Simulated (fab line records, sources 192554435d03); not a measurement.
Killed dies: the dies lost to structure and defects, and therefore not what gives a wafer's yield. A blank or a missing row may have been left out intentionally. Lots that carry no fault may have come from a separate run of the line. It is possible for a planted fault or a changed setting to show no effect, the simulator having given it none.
Matching of chambers | flow n5-finfet | N5_MOL_CONTACT_COAG_ETCHBACK_134 on rie-diel-01 has 4 sister chambers
The step etches SiO2 in CHF3, target depth 10 nm, time 6.7 s. 20 wafers are shown with their chamber, then 10 later ones without.

== WAFERS, EACH WITH ITS CHAMBER ==
wafer  | chamber | drypump-motor-current-A (A) | showerhead-plenum-p-Torr (Torr) | throttle-valve-pct (%)
L074.1 | 3       | 6.1                         | 2.43                            | 18.75
L074.3 | 1       | 6.6                         | 2.37                            | 18.93
L074.5 | 1       | 6.6                         | 2.37                            | 18.94
L076.1 | 3       | 6.1                         | 2.42                            | 18.78
L076.4 | 1       | 6.6                         | 2.37                            | 18.96
L076.5 | 0       | 6.4                         | 2.53                            | 18.78
L078.1 | 0       | 6.4                         | 2.53                            | 18.76
L078.2 | 3       | 6.1                         | 2.42                            | 18.77
L078.3 | 2       | 5.9                         | 2.40                            | 18.57
L081.2 | 0       | 6.5                         | 2.53                            | 18.80
L081.4 | 2       | 5.9                         | 2.39                            | 18.59
L081.5 | 0       | 6.5                         | 2.53                            | 18.79
L082.3 | 2       | 5.9                         | 2.39                            | 18.59
L082.4 | 3       | 6.1                         | 2.42                            | 18.79
L082.5 | 2       | 5.9                         | 2.39                            | 18.60
L087.2 | 1       | 6.6                         | 2.36                            | 18.98
L087.3 | 2       | 5.9                         | 2.39                            | 18.61
L087.4 | 0       | 6.4                         | 2.52                            | 18.81
L093.1 | 3       | 6.1                         | 2.41                            | 18.83
L093.2 | 0       | 6.5                         | 2.52                            | 18.83

SIGNATURES (means of the wafers above)
reading                  | chamber 0 | chamber 1 | chamber 2 | chamber 3 | scatter within a chamber
drypump-motor-current-A  | 6.450     | 6.600     | 5.900     | 6.100     | 0.0306
showerhead-plenum-p-Torr | 2.5267    | 2.3675    | 2.3920    | 2.4200    | 0.00552
throttle-valve-pct       | 18.7950   | 18.9525   | 18.5920   | 18.7840   | 0.0235
Rule: for each reading, subtract the chamber's mean from the wafer's reading, divide by that reading's scatter and square the result; add these up over the readings and take the root, which gives the wafer's distance from the chamber. If the next closest chamber is less than 2 further off than the closest, the wafer can't be placed; otherwise it belongs to the closest. The scatter: take each reading less its chamber's mean, square it, sum over the shown wafers, divide by the number of wafers less the number of chambers, and take the root.

== WAFERS WHOSE CHAMBER IS MISSING ==
wafer  | drypump-motor-current-A (A) | showerhead-plenum-p-Torr (Torr) | throttle-valve-pct (%)
L093.5 | 6.1                         | 2.41                            | 18.83
L094.2 | 6.5                         | 2.52                            | 18.83
L094.3 | 6.7                         | 2.35                            | 19.03
L094.5 | 6.1                         | 2.41                            | 18.83
L095.2 | 5.9                         | 2.38                            | 18.62
L095.4 | 6.5                         | 2.52                            | 18.81
L095.6 | 5.9                         | 2.38                            | 18.63
L097.1 | 5.9                         | 2.38                            | 18.64
L097.2 | 6.1                         | 2.41                            | 18.84
L097.4 | 5.9                         | 2.38                            | 18.65

== WHICH CHAMBER EACH WENT THROUGH ==
wafer  | from the rows above | in truth
L093.5 | 3                   | 3
L094.2 | 0                   | 0
L094.3 | 1                   | 1
L094.5 | 3                   | 3
L095.2 | 2                   | 2
L095.4 | 0                   | 0
L095.6 | 2                   | 2
L097.1 | 2                   | 2
L097.2 | 3                   | 3
L097.4 | 2                   | 2
Correctly placed: 10 of 10. Number that these rows cannot place: 0. Placed wrongly: 0.
